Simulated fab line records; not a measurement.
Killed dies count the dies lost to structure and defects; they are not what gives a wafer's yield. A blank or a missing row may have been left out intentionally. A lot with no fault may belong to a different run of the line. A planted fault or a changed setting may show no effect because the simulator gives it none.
fab line records | flow nandHarc | part 1 of 2: steps 1 to 12 of 22
record lots=5 | wafers=15 | lastDay=33
route steps=1302 shown A_CHANNEL_HOLE_D1@468
lots that met no fault: from a run of the same line without faults
startH: start of the lot's first displayed wafer, in hours after the record's first day | waitH: hours from the lot's prior step to this one | " as in the row above | L1.1+2: a row that stands for several wafers | - value missing, or start not given | * or withheld: withheld | < > ~ a bound
route shown NAME@n: names a module that has steps shown in the file, with the first one's number in the route | usual: the fault-free wafers' mean and standard deviation | same: alike in all rows | chamber/n: place in a boat | sites: the reading at each site | _std_site: standard deviation of those values | _edge_site: outer sites' mean less inner sites' | radiusMm: how far each site lies from the wafer's centre | mask NAME#n: copy n | behind: the tool/chamber that last shaped the wafer | hold: why the lot went on hold/how many hours it stayed there/how the hold came to an end | device: which transistor (n, p or np) failed to switch | end of line: the route-end tests of the same wafers | step lacking rows: just its recipe | killed: at the first sort, the dies lost to defects and structure; wafer yield is something else | map: a wafer's dies, marking killed ones x, the rest . and places with no die _
set.NAME: the setting that was run; set.NAME@STEP: the one run at that earlier step | model.NAME: the simulator's own value behind a step, which no gauge read
lots seen at some steps along the route; tables by step, rows by wafer
services: when a tool's chamber went out of use (startH, in hours from the record's first day, below 0 if earlier), for how many hours, and the reason
## steps
# step NHARC_A_CHANNEL_HOLE_D1_ETCH_34
# recipe targetDepthA=1540 | timeS=77 | cf4FlowSccm=100 | chf3FlowSccm=30 | arFlowSccm=0 | rfW=500 | biasW=200 | chemistry=CF4/CHF3
# usual cf4FlowSccm=100.00/0.3 | chf3FlowSccm=30.02/0.088 | drypumpMotorCurrentA=5.5/0.68 | oesProductAu=0.948/0.024 | rfVppV=371.0/1.8 | showerheadPlenumPTorr=1.58/0.051 | throttleValvePct=16.802/0.0094
lot.wafer | tool       | chamber | startH | waitH | cf4FlowSccm | chf3FlowSccm | drypumpMotorCurrentA | oesProductAu | rfHoursCounterH | rfVppV | showerheadPlenumPTorr | throttleValvePct
L074.4    | rieDiel-03 | 0       | -      | -     | 100.31      | 29.96        | 5.4                  | 0.925        | 6               | 368.4  | 1.54                  | 16.803
L074.5    | "          | 1       | "      | "     | 100.27      | 29.97        | 4.9                  | 0.922        | -               | 369.7  | 1.53                  | 16.807
L074.6    | "          | 2       | "      | "     | 100.16      | 30.11        | 6.6                  | 0.929        | -               | 374.8  | 1.65                  | 16.819
L080.2    | rieDiel-03 | 3       | -      | -     | 99.67       | 30.08        | 4.9                  | 0.976        | 10              | 371.3  | 1.60                  | 16.802
L080.1    | "          | 2       | "      | "     | 99.67       | 29.97        | 6.6                  | 0.984        | 10              | 374.7  | 1.64                  | 16.785
L080.6    | "          | 0       | "      | "     | 99.87       | 29.90        | 5.4                  | 0.966        | -               | 369.2  | 1.54                  | 16.784
L089.2    | rieDiel-08 | 0       | -      | -     | 100.05      | 30.09        | 5.5                  | 0.917        | 38              | 369.2  | 1.53                  | 16.810
L089.4    | "          | 2       | "      | "     | 100.24      | 30.08        | 5.6                  | 0.920        | 40              | 369.3  | 1.57                  | 16.809
L089.5    | "          | 3       | "      | "     | 100.43      | 30.02        | 4.9                  | 0.950        | -               | 370.3  | 1.57                  | 16.804
L092.3    | rieDiel-03 | 0       | -      | -     | 99.70       | 30.04        | 5.4                  | 0.930        | 7               | 370.0  | 1.54                  | 16.798
L092.6    | "          | 2       | "      | "     | 99.39       | 30.06        | 6.7                  | 0.926        | -               | 372.7  | 1.64                  | 16.805
L092.5    | "          | 3       | "      | "     | 99.63       | 29.96        | 4.9                  | 0.924        | -               | 371.5  | 1.60                  | 16.795
L097.1    | rieDiel-03 | 3       | -      | -     | 100.20      | 30.02        | 4.9                  | 0.909        | 9               | 372.2  | 1.60                  | 16.816
L097.6    | "          | 2       | "      | "     | 100.47      | 30.14        | 6.6                  | 0.924        | -               | 372.7  | 1.64                  | 16.807
L097.5    | "          | 3       | "      | "     | 100.04      | 30.08        | 4.9                  | 0.916        | -               | 371.5  | 1.60                  | 16.796
# step NHARC_A_CHANNEL_HOLE_D1_ETCH_16
# recipe targetDepthA=31000 | overEtchFrac=0.3 | timeS=806 | ionEnergyEv=150 | o2FlowSccm=400 | cosFlowSccm=20 | arFlowSccm=0 | rfW=500 | biasW=300 | chemistry=O2/COS
# usual drypumpMotorCurrentA=5.6/0.71 | oesProductAu=1.001/0.009 | rfVppV=314.5/1.6 | showerheadPlenumPTorr=3.14/0.1 | throttleValvePct=28.330/0.0094
# same overEtchFrac=0.3
lot.wafer | tool       | chamber | startH | waitH | drypumpMotorCurrentA | oesProductAu | rfHoursCounterH | rfVppV | showerheadPlenumPTorr | throttleValvePct
L074.4    | rieDiel-03 | 2       | -      | -     | 6.6                  | 1.005        | 5               | 314.8  | 3.26                  | 28.333
L074.6    | "          | 2       | "      | "     | 6.6                  | 1.002        | -               | 316.8  | 3.26                  | 28.328
L074.5    | "          | 3       | "      | "     | 4.9                  | 0.997        | -               | 317.1  | 3.17                  | 28.316
L080.1    | rieDiel-03 | 1       | -      | -     | 4.9                  | 0.997        | 11              | 313.3  | 3.03                  | 28.340
L080.2    | "          | 2       | "      | "     | 6.6                  | 1.002        | 11              | 314.7  | 3.26                  | 28.326
L080.6    | "          | 1       | "      | "     | 4.9                  | 0.994        | -               | 312.1  | 3.03                  | 28.329
L089.2    | rieDiel-08 | 1       | -      | -     | 5.6                  | 1.000        | 36              | 316.6  | 3.35                  | 28.335
L089.4    | "          | 2       | "      | "     | 5.6                  | 0.991        | 40              | 314.3  | 3.11                  | 28.328
L089.5    | "          | 3       | "      | "     | 4.9                  | 1.027        | -               | 315.3  | 3.11                  | 28.322
L092.3    | rieDiel-03 | 0       | -      | -     | 5.4                  | 1.003        | 7               | 313.1  | 3.05                  | 28.334
L092.5    | "          | 2       | "      | "     | 6.6                  | 0.996        | -               | 315.1  | 3.26                  | 28.327
L092.6    | "          | 3       | "      | "     | 4.9                  | 0.989        | -               | 313.5  | 3.17                  | 28.325
L097.1    | rieDiel-03 | 0       | -      | -     | 5.4                  | 0.990        | 10              | 313.3  | 3.05                  | 28.335
L097.6    | "          | 1       | "      | "     | 4.8                  | 0.987        | -               | 312.4  | 3.03                  | 28.316
L097.5    | "          | 2       | "      | "     | 6.6                  | 1.006        | -               | 314.7  | 3.26                  | 28.335
# step NHARC_A_CHANNEL_HOLE_D1_CD_MEAS_18
# usual cdNm=98.3/1.9
lot.wafer | tool     | chamber | startH | waitH | cdNm
L074.4    | cdSem-03 | -       | 185.97 | -     | 98.0
L074.5    | "        | -       | "      | "     | 99.6
L074.6    | "        | -       | "      | "     | 98.2
L080.1    | cdSem-02 | -       | 235.30 | -     | 100.2
L080.2    | "        | -       | "      | "     | 102.7
L080.6    | "        | -       | "      | "     | 98.9
L089.2    | cdSem-01 | -       | 322.39 | -     | 98.6
L089.4    | "        | -       | "      | "     | 96.4
L089.5    | "        | -       | "      | "     | 100.7
L092.3    | cdSem-01 | -       | 359.62 | -     | 98.5
L092.5    | "        | -       | "      | "     | 98.2
L092.6    | "        | -       | "      | "     | 97.1
L097.1    | cdSem-02 | -       | 404.87 | -     | 99.7
L097.5    | "        | -       | "      | "     | 98.0
L097.6    | "        | -       | "      | "     | 96.4
# step NHARC_A_CHANNEL_HOLE_D1_ETCH_19
# recipe biasV=1200 | sourceW=2500 | pressureMtorr=15 | timeS=34.5 | arFlowSccm=375 | c4f8FlowSccm=28.8 | o2FlowSccm=96.2 | tempC=-20 | targetDepthA=* | chemistry=C4F8/O2/Ar
# usual drypumpMotorCurrentA=5.8/0.6 | heBacksideLeakSccm=6.1/0.82 | showerheadPlenumPTorr=3.70/0.094 | tempC=-20.01/0.1 | throttleValvePct=37.040/0.0093
lot.wafer | tool       | chamber | startH | waitH | drypumpMotorCurrentA | heBacksideLeakSccm | rfHoursCounterH | showerheadPlenumPTorr | tempC  | throttleValvePct
L074.4    | harEtch-01 | 0       | 186.09 | 0.1   | 5.7                  | 5.9                | -               | 3.67                  | -20.12 | 37.041
L074.6    | "          | 1       | "      | "     | 6.8                  | 6.4                | -               | 3.78                  | -20.04 | 37.042
L074.5    | "          | 0       | "      | "     | 5.6                  | 5.7                | -               | 3.67                  | -20.00 | 37.034
L080.2    | harEtch-02 | 0       | 235.37 | 0.1   | 5.8                  | 7.4                | 330             | 3.79                  | -20.13 | 37.038
L080.1    | "          | 1       | "      | "     | 5.1                  | 6.0                | 330             | 3.62                  | -20.09 | 37.059
L080.6    | "          | 1       | "      | "     | 5.2                  | 6.3                | -               | 3.62                  | -19.96 | 37.049
L089.2    | harEtch-01 | 0       | 323.13 | 0.7   | 5.6                  | 6.1                | 168             | 3.62                  | -19.99 | 37.026
L089.4    | "          | 1       | "      | "     | 6.8                  | 6.5                | -               | 3.73                  | -20.02 | 37.043
L089.5    | "          | 0       | "      | "     | 5.6                  | 6.4                | -               | 3.62                  | -20.21 | 37.040
L092.3    | harEtch-02 | 1       | 359.74 | 0.1   | 5.2                  | 6.1                | -               | 3.58                  | -19.95 | 37.035
L092.5    | "          | 0       | "      | "     | 5.8                  | 4.8                | -               | 3.76                  | -19.96 | 37.039
L092.6    | "          | 1       | "      | "     | 5.1                  | 6.4                | -               | 3.58                  | -19.94 | 37.026
L097.1    | harEtch-01 | 0       | 404.96 | 0.1   | 5.6                  | 6.8                | 225             | 3.59                  | -20.03 | 37.049
L097.5    | "          | 1       | "      | "     | 6.8                  | 6.7                | -               | 3.70                  | -19.98 | 37.047
L097.6    | "          | 0       | "      | "     | 5.6                  | 6.8                | -               | 3.59                  | -19.97 | 37.037
# step NHARC_A_CHANNEL_HOLE_D1_ETCH_20
# recipe biasV=3000 | sourceW=withheld | pressureMtorr=20 | timeS=361.9 | arFlowSccm=375 | c4f8FlowSccm=89.3 | o2FlowSccm=35.7 | tempC=-20 | targetDepthA=16000 | chemistry=C4F8/O2/Ar
# usual drypumpMotorCurrentA=5.8/0.6 | heBacksideLeakSccm=6.1/0.92 | showerheadPlenumPTorr=3.66/0.091 | tempC=-20.00/0.11 | throttleValvePct=32.154/0.01
lot.wafer | tool       | chamber | startH | waitH | drypumpMotorCurrentA | heBacksideLeakSccm | rfHoursCounterH | showerheadPlenumPTorr | tempC  | throttleValvePct
L074.4    | harEtch-01 | 0       | 186.29 | 0.2   | 5.6                  | 6.1                | -               | 3.63                  | -20.00 | 32.174
L074.6    | "          | 1       | "      | "     | 6.8                  | 6.2                | -               | 3.74                  | -20.00 | 32.139
L074.5    | "          | 0       | "      | "     | 5.6                  | 5.8                | -               | 3.63                  | -20.05 | 32.151
L080.2    | harEtch-02 | 0       | 235.48 | 0.1   | 5.7                  | 7.7                | 330             | 3.75                  | -20.21 | 32.136
L080.1    | "          | 1       | "      | "     | 5.1                  | 6.1                | 330             | 3.58                  | -19.84 | 32.161
L080.6    | "          | 1       | "      | "     | 5.1                  | 6.3                | -               | 3.58                  | -19.89 | 32.140
L089.2    | harEtch-01 | 0       | 323.25 | 0.1   | 5.6                  | 6.1                | 168             | 3.58                  | -19.77 | 32.144
L089.4    | "          | 1       | "      | "     | 6.8                  | 6.8                | -               | 3.69                  | -20.10 | 32.153
L089.5    | "          | 0       | "      | "     | 5.6                  | 6.4                | -               | 3.58                  | -20.05 | 32.172
L092.3    | harEtch-02 | 1       | 359.96 | 0.2   | 5.1                  | 6.2                | -               | 3.54                  | -20.07 | 32.158
L092.5    | "          | 0       | "      | "     | 5.8                  | 4.7                | -               | 3.71                  | -19.94 | 32.169
L092.6    | "          | 1       | "      | "     | 5.2                  | 6.5                | -               | 3.54                  | -20.16 | 32.156
L097.1    | harEtch-01 | 0       | 405.11 | 0.1   | 5.6                  | 6.9                | 225             | 3.55                  | -19.91 | 32.145
L097.5    | "          | 1       | "      | "     | 6.8                  | 7.1                | -               | 3.66                  | -20.25 | 32.135
L097.6    | "          | 0       | "      | "     | 5.6                  | 10.5               | -               | 3.55                  | -19.84 | 32.141
# step NHARC_A_CHANNEL_HOLE_D1_ETCH_21
# recipe biasV=3000 | sourceW=withheld | pressureMtorr=20 | timeS=514.3 | arFlowSccm=375 | c4f8FlowSccm=89.3 | o2FlowSccm=35.7 | tempC=-20 | targetDepthA=16000 | chemistry=C4F8/O2/Ar
# usual drypumpMotorCurrentA=5.8/0.6 | heBacksideLeakSccm=6.2/0.94 | showerheadPlenumPTorr=3.66/0.091 | tempC=-20.01/0.12 | throttleValvePct=32.155/0.0088
lot.wafer | tool       | chamber | startH | waitH | drypumpMotorCurrentA | heBacksideLeakSccm | rfHoursCounterH | showerheadPlenumPTorr | tempC  | throttleValvePct
L074.4    | harEtch-01 | 0       | 186.67 | 0.3   | 5.6                  | 6.0                | -               | 3.63                  | -20.19 | 32.166
L074.6    | "          | 1       | "      | "     | 6.8                  | 6.2                | -               | 3.74                  | -19.99 | 32.149
L074.5    | "          | 0       | "      | "     | 5.6                  | 7.5                | -               | 3.63                  | -20.11 | 32.146
L080.2    | harEtch-02 | 0       | 235.80 | 0.3   | 5.8                  | 7.5                | 330             | 3.75                  | -19.94 | 32.160
L080.1    | "          | 1       | "      | "     | 5.1                  | 6.5                | 330             | 3.58                  | -19.72 | 32.163
L080.6    | "          | 1       | "      | "     | 5.2                  | 6.3                | -               | 3.58                  | -19.93 | 32.138
L089.2    | harEtch-01 | 0       | 323.56 | 0.3   | 5.6                  | 6.5                | 168             | 3.58                  | -20.05 | 32.169
L089.4    | "          | 1       | "      | "     | 6.8                  | 6.9                | -               | 3.69                  | -20.00 | 32.148
L089.5    | "          | 0       | "      | "     | 5.6                  | 6.5                | -               | 3.58                  | -20.11 | 32.170
L092.3    | harEtch-02 | 1       | 360.34 | 0.3   | 5.1                  | 6.7                | -               | 3.54                  | -20.16 | 32.151
L092.5    | "          | 0       | "      | "     | 5.8                  | 4.9                | -               | 3.71                  | -19.86 | 32.143
L092.6    | "          | 1       | "      | "     | 5.1                  | 6.4                | -               | 3.54                  | -20.16 | 32.160
L097.1    | harEtch-01 | 0       | 405.44 | 0.3   | 5.6                  | 10.7               | 225             | 3.55                  | -20.16 | 32.162
L097.5    | "          | 1       | "      | "     | 6.8                  | 7.2                | -               | 3.66                  | -20.10 | 32.175
L097.6    | "          | 0       | "      | "     | 5.6                  | 6.9                | -               | 3.55                  | -20.00 | 32.157
# step NHARC_A_CHANNEL_HOLE_D1_ETCH_22
# recipe biasV=3000 | sourceW=withheld | pressureMtorr=20 | timeS=666.7 | arFlowSccm=375 | c4f8FlowSccm=89.3 | o2FlowSccm=35.7 | tempC=-20 | targetDepthA=16000 | chemistry=C4F8/O2/Ar
# usual drypumpMotorCurrentA=5.8/0.6 | heBacksideLeakSccm=6.1/0.83 | showerheadPlenumPTorr=3.66/0.091 | tempC=-20.00/0.1 | throttleValvePct=32.156/0.0099
lot.wafer | tool       | chamber | startH | waitH | drypumpMotorCurrentA | heBacksideLeakSccm | rfHoursCounterH | showerheadPlenumPTorr | tempC  | throttleValvePct
L074.4    | harEtch-01 | 0       | 187.18 | 0.4   | 5.6                  | 6.0                | -               | 3.63                  | -20.09 | 32.159
L074.6    | "          | 1       | "      | "     | 6.8                  | 6.3                | -               | 3.74                  | -20.00 | 32.166
L074.5    | "          | 0       | "      | "     | 5.6                  | 5.8                | -               | 3.63                  | -20.05 | 32.165
L080.2    | harEtch-02 | 0       | 236.23 | 0.4   | 5.8                  | 7.6                | 331             | 3.75                  | -20.00 | 32.140
L080.1    | "          | 1       | "      | "     | 5.1                  | 5.8                | 331             | 3.58                  | -19.94 | 32.166
L080.6    | "          | 1       | "      | "     | 5.1                  | 6.2                | -               | 3.58                  | -19.94 | 32.170
L089.2    | harEtch-01 | 0       | 324.00 | 0.4   | 5.6                  | 6.5                | 169             | 3.58                  | -19.99 | 32.159
L089.4    | "          | 1       | "      | "     | 6.8                  | 6.9                | -               | 3.69                  | -19.83 | 32.160
L089.5    | "          | 0       | "      | "     | 5.6                  | 6.4                | -               | 3.58                  | -20.00 | 32.152
L092.3    | harEtch-02 | 1       | 360.84 | 0.4   | 5.2                  | 6.4                | -               | 3.54                  | -20.14 | 32.146
L092.5    | "          | 0       | "      | "     | 5.8                  | 4.5                | -               | 3.71                  | -20.01 | 32.141
L092.6    | "          | 1       | "      | "     | 5.2                  | 6.2                | -               | 3.54                  | -20.02 | 32.151
L097.1    | harEtch-01 | 0       | 405.91 | 0.4   | 5.6                  | 6.6                | 226             | 3.55                  | -20.02 | 32.161
L097.5    | "          | 1       | "      | "     | 6.8                  | 7.0                | -               | 3.66                  | -20.21 | 32.145
L097.6    | "          | 0       | "      | "     | 5.6                  | 6.6                | -               | 3.55                  | -20.00 | 32.159
# step NHARC_A_CHANNEL_HOLE_D1_ETCH_23
# recipe biasV=5000 | sourceW=withheld | pressureMtorr=20 | timeS=819 | arFlowSccm=375 | c4f8FlowSccm=89.3 | o2FlowSccm=35.7 | tempC=-20 | targetDepthA=16000 | chemistry=C4F8/O2/Ar
# usual drypumpMotorCurrentA=5.8/0.6 | heBacksideLeakSccm=6.1/0.96 | showerheadPlenumPTorr=3.66/0.091 | tempC=-20.00/0.098 | throttleValvePct=32.154/0.0099
lot.wafer | tool       | chamber | startH | waitH | drypumpMotorCurrentA | heBacksideLeakSccm | rfHoursCounterH | showerheadPlenumPTorr | tempC  | throttleValvePct
L074.4    | harEtch-01 | 0       | 187.81 | 0.5   | 5.6                  | 5.9                | -               | 3.63                  | -19.99 | 32.151
L074.6    | "          | 1       | "      | "     | 6.8                  | 6.2                | -               | 3.74                  | -19.93 | 32.161
L074.5    | "          | 0       | "      | "     | 5.6                  | 5.9                | -               | 3.63                  | -19.91 | 32.160
L080.2    | harEtch-02 | 0       | 236.79 | 0.5   | 5.8                  | 7.6                | 331             | 3.75                  | -20.03 | 32.149
L080.1    | "          | 1       | "      | "     | 5.1                  | 6.2                | 331             | 3.58                  | -20.04 | 32.155
L080.6    | "          | 1       | "      | "     | 5.1                  | 6.2                | -               | 3.58                  | -20.19 | 32.154
L089.2    | harEtch-01 | 0       | 324.57 | 0.5   | 5.6                  | 6.1                | 169             | 3.58                  | -19.91 | 32.149
L089.4    | "          | 1       | "      | "     | 6.8                  | 6.5                | -               | 3.69                  | -19.87 | 32.161
L089.5    | "          | 0       | "      | "     | 5.6                  | 6.5                | -               | 3.58                  | -19.95 | 32.157
L092.3    | harEtch-02 | 1       | 361.47 | 0.5   | 5.2                  | 6.6                | -               | 3.54                  | -19.96 | 32.152
L092.5    | "          | 0       | "      | "     | 5.7                  | 4.7                | -               | 3.71                  | -19.86 | 32.141
L092.6    | "          | 1       | "      | "     | 5.2                  | 6.2                | -               | 3.54                  | -19.98 | 32.162
L097.1    | harEtch-01 | 0       | 406.50 | 0.5   | 5.6                  | 6.8                | 226             | 3.55                  | -20.04 | 32.161
L097.5    | "          | 1       | "      | "     | 6.8                  | 7.0                | -               | 3.66                  | -20.08 | 32.166
L097.6    | "          | 0       | "      | "     | 5.6                  | 6.7                | -               | 3.55                  | -20.01 | 32.145
# step NHARC_A_CHANNEL_HOLE_D1_ETCH_24
# recipe biasV=5000 | sourceW=withheld | pressureMtorr=20 | timeS=906.2 | arFlowSccm=375 | c4f8FlowSccm=93.8 | o2FlowSccm=31.2 | tempC=-20 | targetDepthA=15000 | chemistry=C4F8/O2/Ar
# usual drypumpMotorCurrentA=5.8/0.6 | heBacksideLeakSccm=6.2/1.1 | showerheadPlenumPTorr=3.66/0.09 | tempC=-20.00/0.12 | throttleValvePct=32.235/0.0088
lot.wafer | tool       | chamber | startH | waitH | drypumpMotorCurrentA | heBacksideLeakSccm | rfHoursCounterH | showerheadPlenumPTorr | tempC  | throttleValvePct
L074.4    | harEtch-01 | 0       | 188.55 | 0.6   | 5.6                  | 6.0                | -               | 3.62                  | -20.24 | 32.236
L074.6    | "          | 1       | "      | "     | 6.8                  | 6.7                | -               | 3.73                  | -20.00 | 32.248
L074.5    | "          | 0       | "      | "     | 5.7                  | 6.3                | -               | 3.62                  | -20.19 | 32.243
L080.2    | harEtch-02 | 0       | 237.49 | 0.6   | 5.8                  | 7.5                | 332             | 3.74                  | -20.04 | 32.235
L080.1    | "          | 1       | "      | "     | 5.2                  | 6.3                | 332             | 3.57                  | -20.04 | 32.238
L080.6    | "          | 1       | "      | "     | 5.1                  | 5.9                | -               | 3.57                  | -19.88 | 32.234
L089.2    | harEtch-01 | 0       | 325.27 | 0.6   | 5.6                  | 6.2                | 170             | 3.58                  | -19.99 | 32.230
L089.4    | "          | 1       | "      | "     | 6.8                  | 6.9                | -               | 3.69                  | -20.04 | 32.253
L089.5    | "          | 0       | "      | "     | 5.6                  | 6.2                | -               | 3.58                  | -20.20 | 32.234
L092.3    | harEtch-02 | 1       | 362.20 | 0.6   | 5.2                  | 6.3                | -               | 3.54                  | -19.98 | 32.233
L092.5    | "          | 0       | "      | "     | 5.7                  | 5.0                | -               | 3.71                  | -19.95 | 32.236
L092.6    | "          | 1       | "      | "     | 5.1                  | 6.4                | -               | 3.54                  | -19.97 | 32.239
L097.1    | harEtch-01 | 0       | 407.21 | 0.6   | 5.6                  | 6.9                | 227             | 3.55                  | -20.21 | 32.218
L097.5    | "          | 1       | "      | "     | 6.8                  | 7.2                | -               | 3.65                  | -19.86 | 32.252
L097.6    | "          | 0       | "      | "     | 5.6                  | 6.9                | -               | 3.55                  | -20.14 | 32.242
# step NHARC_A_CHANNEL_HOLE_D1_ETCH_25
# recipe biasV=5000 | sourceW=withheld | pressureMtorr=20 | timeS=1040.2 | arFlowSccm=375 | c4f8FlowSccm=93.8 | o2FlowSccm=31.2 | tempC=-20 | targetDepthA=15000 | chemistry=C4F8/O2/Ar
# usual drypumpMotorCurrentA=5.8/0.6 | heBacksideLeakSccm=6.1/0.97 | showerheadPlenumPTorr=3.66/0.09 | tempC=-20.01/0.11 | throttleValvePct=32.236/0.0097
lot.wafer | tool       | chamber | startH | waitH | drypumpMotorCurrentA | heBacksideLeakSccm | rfHoursCounterH | showerheadPlenumPTorr | tempC  | throttleValvePct
L074.4    | harEtch-01 | 0       | 189.38 | 0.7   | 5.6                  | 5.8                | -               | 3.62                  | -20.10 | 32.236
L074.6    | "          | 1       | "      | "     | 6.8                  | 6.1                | -               | 3.73                  | -19.82 | 32.240
L074.5    | "          | 0       | "      | "     | 5.6                  | 6.0                | -               | 3.62                  | -20.19 | 32.216
L080.2    | harEtch-02 | 0       | 238.26 | 0.6   | 5.7                  | 7.6                | 333             | 3.74                  | -19.95 | 32.233
L080.1    | "          | 1       | "      | "     | 5.1                  | 6.3                | 333             | 3.57                  | -19.91 | 32.242
L080.6    | "          | 1       | "      | "     | 5.1                  | 6.0                | -               | 3.57                  | -19.87 | 32.237
L089.2    | harEtch-01 | 0       | 326.02 | 0.6   | 5.6                  | 6.5                | 171             | 3.58                  | -20.09 | 32.235
L089.4    | "          | 1       | "      | "     | 6.8                  | 6.9                | -               | 3.69                  | -19.96 | 32.241
L089.5    | "          | 0       | "      | "     | 5.6                  | 6.1                | -               | 3.58                  | -19.97 | 32.231
L092.3    | harEtch-02 | 1       | 371.37 | 9.0   | 5.2                  | 6.5                | -               | 3.54                  | -19.92 | 32.227
L092.5    | "          | 0       | "      | "     | 5.8                  | 4.7                | -               | 3.71                  | -20.05 | 32.247
L092.6    | "          | 1       | "      | "     | 5.2                  | 6.5                | -               | 3.54                  | -19.95 | 32.225
L097.1    | harEtch-01 | 0       | 408.00 | 0.7   | 5.6                  | 6.7                | 228             | 3.55                  | -19.82 | 32.246
L097.5    | "          | 1       | "      | "     | 6.8                  | 6.8                | -               | 3.65                  | -20.03 | 32.245
L097.6    | "          | 0       | "      | "     | 5.6                  | 6.7                | -               | 3.55                  | -19.92 | 32.237
# step NHARC_A_CHANNEL_HOLE_D1_ETCH_26
# recipe biasV=300 | sourceW=2000 | pressureMtorr=30 | timeS=224.1 | arFlowSccm=375 | c4f8FlowSccm=11.4 | o2FlowSccm=113.6 | tempC=-20 | targetDepthA=3000 | chemistry=C4F8/O2/Ar
# usual drypumpMotorCurrentA=5.8/0.6 | heBacksideLeakSccm=6.1/0.83 | showerheadPlenumPTorr=3.70/0.095 | tempC=-19.99/0.11 | throttleValvePct=24.584/0.0089
lot.wafer | tool       | chamber | startH | waitH | drypumpMotorCurrentA | heBacksideLeakSccm | rfHoursCounterH | showerheadPlenumPTorr | tempC  | throttleValvePct
L074.4    | harEtch-01 | 0       | 189.93 | 0.4   | 5.6                  | 5.8                | -               | 3.67                  | -20.24 | 24.584
L074.6    | "          | 1       | "      | "     | 6.8                  | 5.8                | -               | 3.78                  | -19.82 | 24.582
L074.5    | "          | 0       | "      | "     | 5.6                  | 5.8                | -               | 3.67                  | -20.03 | 24.594
L080.2    | harEtch-02 | 0       | 239.14 | 0.7   | 5.7                  | 7.5                | 334             | 3.79                  | -20.09 | 24.581
L080.1    | "          | 1       | "      | "     | 5.2                  | 6.0                | 334             | 3.62                  | -19.95 | 24.580
L080.6    | "          | 1       | "      | "     | 5.2                  | 6.0                | -               | 3.62                  | -19.95 | 24.567
L089.2    | harEtch-01 | 0       | 326.91 | 0.7   | 5.6                  | 6.3                | 171             | 3.62                  | -19.96 | 24.589
L089.4    | "          | 1       | "      | "     | 6.8                  | 6.3                | -               | 3.73                  | -19.86 | 24.584
L089.5    | "          | 0       | "      | "     | 5.6                  | 6.3                | -               | 3.62                  | -20.02 | 24.585
L092.3    | harEtch-02 | 1       | 371.91 | 0.4   | 5.1                  | 7.0                | -               | 3.58                  | -19.90 | 24.570
L092.5    | "          | 0       | "      | "     | 5.8                  | 4.7                | -               | 3.76                  | -19.95 | 24.572
L092.6    | "          | 1       | "      | "     | 5.1                  | 6.8                | -               | 3.58                  | -19.91 | 24.580
L097.1    | harEtch-01 | 0       | 408.76 | 0.6   | 5.6                  | 6.7                | 229             | 3.59                  | -19.81 | 24.588
L097.5    | "          | 1       | "      | "     | 6.8                  | 7.0                | -               | 3.70                  | -19.96 | 24.588
L097.6    | "          | 0       | "      | "     | 5.6                  | 6.6                | -               | 3.59                  | -19.96 | 24.578
# step NHARC_A_CHANNEL_HOLE_D1_ETCH_33
# recipe biasV=400 | sourceW=2000 | pressureMtorr=25 | timeS=90 | arFlowSccm=375 | c4f8FlowSccm=41.7 | o2FlowSccm=83.3 | tempC=-20 | targetDepthA=4000 | chemistry=C4F8/O2/Ar
# usual drypumpMotorCurrentA=5.8/0.6 | heBacksideLeakSccm=6.2/0.99 | showerheadPlenumPTorr=3.70/0.093 | tempC=-19.99/0.096 | throttleValvePct=27.620/0.0091
lot.wafer | tool       | chamber | startH | waitH | drypumpMotorCurrentA | heBacksideLeakSccm | rfHoursCounterH | showerheadPlenumPTorr | tempC  | throttleValvePct
L074.4    | harEtch-01 | 0       | 190.12 | 0.2   | 5.6                  | 5.8                | -               | 3.66                  | -19.95 | 27.625
L074.6    | "          | 1       | "      | "     | 6.8                  | 6.8                | -               | 3.78                  | -19.89 | 27.619
L074.5    | "          | 0       | "      | "     | 5.6                  | 6.1                | -               | 3.66                  | -20.10 | 27.622
L080.2    | harEtch-02 | 0       | 239.34 | 0.2   | 5.8                  | 7.6                | 334             | 3.79                  | -19.89 | 27.618
L080.1    | "          | 1       | "      | "     | 5.1                  | 6.7                | 334             | 3.61                  | -19.98 | 27.613
L080.6    | "          | 1       | "      | "     | 5.2                  | 6.4                | -               | 3.61                  | -20.11 | 27.628
L089.2    | harEtch-01 | 0       | 327.11 | 0.2   | 5.6                  | 6.8                | 172             | 3.62                  | -19.98 | 27.622
L089.4    | "          | 1       | "      | "     | 6.8                  | 6.6                | -               | 3.73                  | -20.06 | 27.621
L089.5    | "          | 0       | "      | "     | 5.6                  | 6.3                | -               | 3.62                  | -19.95 | 27.624
L092.3    | harEtch-02 | 1       | 372.11 | 0.2   | 5.2                  | 7.0                | -               | 3.57                  | -20.16 | 27.631
L092.5    | "          | 0       | "      | "     | 5.8                  | 4.7                | -               | 3.75                  | -19.95 | 27.609
L092.6    | "          | 1       | "      | "     | 5.1                  | 6.6                | -               | 3.57                  | -20.00 | 27.613
L097.1    | harEtch-01 | 0       | 408.96 | 0.2   | 5.6                  | 6.4                | 229             | 3.58                  | -19.96 | 27.623
L097.5    | "          | 1       | "      | "     | 6.8                  | 7.2                | -               | 3.70                  | -20.01 | 27.607
L097.6    | "          | 0       | "      | "     | 5.7                  | 6.5                | -               | 3.58                  | -19.80 | 27.615
